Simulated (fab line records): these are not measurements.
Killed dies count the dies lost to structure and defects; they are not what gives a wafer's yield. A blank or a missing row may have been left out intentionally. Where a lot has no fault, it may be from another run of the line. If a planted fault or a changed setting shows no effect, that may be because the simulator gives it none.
Chamber matching / flow nand harc / 3 sister chambers for NHARC_A_STAIRCASE_TRIM_196 on rie diel-13
The step chemistry O2, time 211.2 s. 3 wafers are shown with their chamber, then 5 later ones without.

EACH WAFER AND ITS CHAMBER
wafer=L078.6; chamber=3; showerhead plenum p Torr (Torr)=3.47
wafer=L084.1; chamber=1; showerhead plenum p Torr (Torr)=3.37
wafer=L084.2; chamber=0; showerhead plenum p Torr (Torr)=3.64

WAFERS MISSING THEIR CHAMBER
wafer=L084.6; showerhead plenum p Torr (Torr)=3.37
wafer=L096.4; showerhead plenum p Torr (Torr)=3.62
wafer=L096.5; showerhead plenum p Torr (Torr)=3.44
wafer=L097.4; showerhead plenum p Torr (Torr)=3.61
wafer=L097.5; showerhead plenum p Torr (Torr)=3.61

EACH ONE'S CHAMBER
wafer=L084.6; from the rows above=1; in truth=1
wafer=L096.4; from the rows above=0; in truth=0
wafer=L096.5; from the rows above=can't be placed: 3 or 1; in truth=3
wafer=L097.4; from the rows above=0; in truth=0
wafer=L097.5; from the rows above=0; in truth=0
Correctly placed: 4 of 5. Can't be placed from these rows: 1 (the true chamber is among the candidates in 1). 0 placed wrongly.
How it was worked out, from the rows above alone: a wafer's distance from a chamber is the root of the sum, over the readings, of the square of ((its reading less the chamber's mean) divided by the reading's scatter). If the next closest chamber is less than 2 further off than the closest, the wafer can't be placed; otherwise it belongs to the closest. Each chamber's mean is taken over the wafers shown for it. The scatter: with one shown wafer a chamber, the root of the mean of the squares of how far each hidden wafer lies from its nearest shown one.
